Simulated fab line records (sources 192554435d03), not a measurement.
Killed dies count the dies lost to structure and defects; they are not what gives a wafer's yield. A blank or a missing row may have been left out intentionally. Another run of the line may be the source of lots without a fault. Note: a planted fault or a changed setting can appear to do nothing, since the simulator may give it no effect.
Which tool was responsible?    flow n5_finfet    36 wafers from 12 lots sampled at 4 of the route's 1938 steps

WHAT THE GAUGES READ, wafer by wafer
N5_BEOL_M5_INSPECT_13: inspects for defects (brightfield).
lot   measured      on                 raw_defect_count
L075  day 8 08:20   defect_inspect-02  486 487 491
L077  day 9 06:05   defect_inspect-01  467 349 427
L080  day 9 19:25   defect_inspect-01  353 239 348
L081  day 10 00:18  defect_inspect-02  521 451 474
L085  day 10 18:22  defect_inspect-01  319 384 393
L083  day 11 04:14  defect_inspect-02  319 337 365
L086  day 11 12:52  defect_inspect-01  582 493 365
L090  day 12 01:29  defect_inspect-02  456 564 411
L089  day 12 18:32  defect_inspect-02  546 640 546
L093  day 13 02:04  defect_inspect-01  307 448 569
L095  day 13 15:01  defect_inspect-01  385 395 503
L097  day 14 07:50  defect_inspect-01  350 297 376

WHICH TOOL RAN EACH LOT (tool, then ch and the chambers of the sampled wafers, then the start)
lot   N5_BEOL_M4_SPUTTER_48         N5_BEOL_M4_ANNEAL_89          N5_BEOL_M4_DEP_57
L075  pvd_sputter-02, day 8 00:19   pvd_sputter-02, day 8 01:16   pecvd-04 ch 0,1,2, day 8 03:03
L077  pvd_sputter-02, day 9 00:47   pvd_sputter-02, day 9 01:44   pecvd-01 ch 0,1,2, day 9 03:32
L080  pvd_sputter-03, day 9 13:23   pvd_sputter-03, day 9 14:20   pecvd-01 ch 0,1,2, day 9 16:08
L081  pvd_sputter-01, day 9 18:09   pvd_sputter-01, day 9 19:07   pecvd-04 ch 0,1,2, day 9 20:53
L085  pvd_sputter-03, day 10 13:07  pvd_sputter-03, day 10 14:05  pecvd-04 ch 0,1,2, day 10 15:52
L083  pvd_sputter-03, day 10 21:23  pvd_sputter-03, day 10 22:21  pecvd-04 ch 1,2, day 11 00:08
L086  pvd_sputter-01, day 11 05:07  pvd_sputter-01, day 11 06:04  pecvd-01 ch 0,1, day 11 07:53
L090  pvd_sputter-02, day 11 19:19  pvd_sputter-02, day 11 20:16  pecvd-03 ch 0,1, day 11 22:04
L089  pvd_sputter-01, day 12 12:17  pvd_sputter-01, day 12 13:15  pecvd-01 ch 0,2, day 12 15:08
L093  pvd_sputter-01, day 12 18:54  pvd_sputter-01, day 12 19:52  pecvd-01 ch 0,1,2, day 12 21:38
L095  pvd_sputter-02, day 13 07:18  pvd_sputter-02, day 13 08:16  pecvd-04 ch 1,2, day 13 10:04
L097  pvd_sputter-01, day 14 01:52  pvd_sputter-01, day 14 02:49  pecvd-04 ch 0,2, day 14 04:36
- N5_BEOL_M4_SPUTTER_48: material Cu, target thk 4.5 nm, time 8.29 s.
- N5_BEOL_M4_ANNEAL_89: time 240 s.
- N5_BEOL_M4_DEP_57: deposits SiCN from 3MS/NH3, target thk 8 nm, time 14 s.

THE ANSWER, worked out from the rows above alone
Rule: the usual values come from the lots themselves. The widest of any qualifying gaps counts: lots, ordered by their means at a reading, are off when they make up no more than a third of the lots, leave a main group of 4 or more, and stand apart from it by 3 or more times the standard deviation of that group's means. A main group is skipped when, at the precision printed for the reading in the tables above, its means are all equal. A lot without any number at a reading at which 4 lots or more have one is off too. All remaining lots with rows at the step are treated as sound.
Nothing can be told from this: no lot is off at any reading shown.

WHAT THE SIMULATOR HAD INSERTED
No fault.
